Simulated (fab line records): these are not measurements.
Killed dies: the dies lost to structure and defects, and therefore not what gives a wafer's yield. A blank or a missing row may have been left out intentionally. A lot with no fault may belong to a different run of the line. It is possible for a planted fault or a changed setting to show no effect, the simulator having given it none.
Matching of chambers -- flow nand_harc -- rie_diel-04 running NHARC_A_STAIRCASE_DESCUM_186: 4 sister chambers
The step chemistry O2, time 3 s. 4 wafers are shown with their chamber, then 10 later ones without.

## WAFERS PAIRED WITH THEIR CHAMBERS
wafer,chamber,showerhead_plenum_p_Torr (Torr)
L081.2,2,1.96
L081.4,3,1.77
L084.2,1,1.82
L084.4,0,1.86

## WAFERS WITHOUT THEIR CHAMBER
wafer,showerhead_plenum_p_Torr (Torr)
L084.5,1.86
L085.3,1.82
L085.4,1.96
L085.6,1.96
L086.2,1.95
L086.4,1.86
L086.5,2.07
L096.1,1.86
L096.3,1.81
L096.5,1.86

## THE CHAMBER EACH PASSED THROUGH
wafer,from the rows above,in truth
L084.5,can't be placed: 0 or 1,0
L085.3,can't be placed: 1 or 0 or 3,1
L085.4,2,2
L085.6,2,2
L086.2,2,2
L086.4,can't be placed: 0 or 1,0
L086.5,2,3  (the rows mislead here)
L096.1,can't be placed: 0 or 1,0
L096.3,can't be placed: 1 or 3 or 0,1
L096.5,can't be placed: 0 or 1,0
Placed correctly: 3 of 10. Unplaceable from these rows: 6, with the true chamber sitting among the candidates in 6. 1 placed wrongly.
How it was worked out, from the rows above alone: a wafer's distance from a chamber is the root of the sum, over the readings, of the square of ((its reading less the chamber's mean) divided by the reading's scatter). If the next closest chamber is less than 2 further off than the closest, the wafer can't be placed; otherwise it belongs to the closest. The mean given for a chamber averages the wafers shown for that chamber. The scatter: root of mean squared gap, hidden wafer to nearest shown wafer, with one shown wafer a chamber.
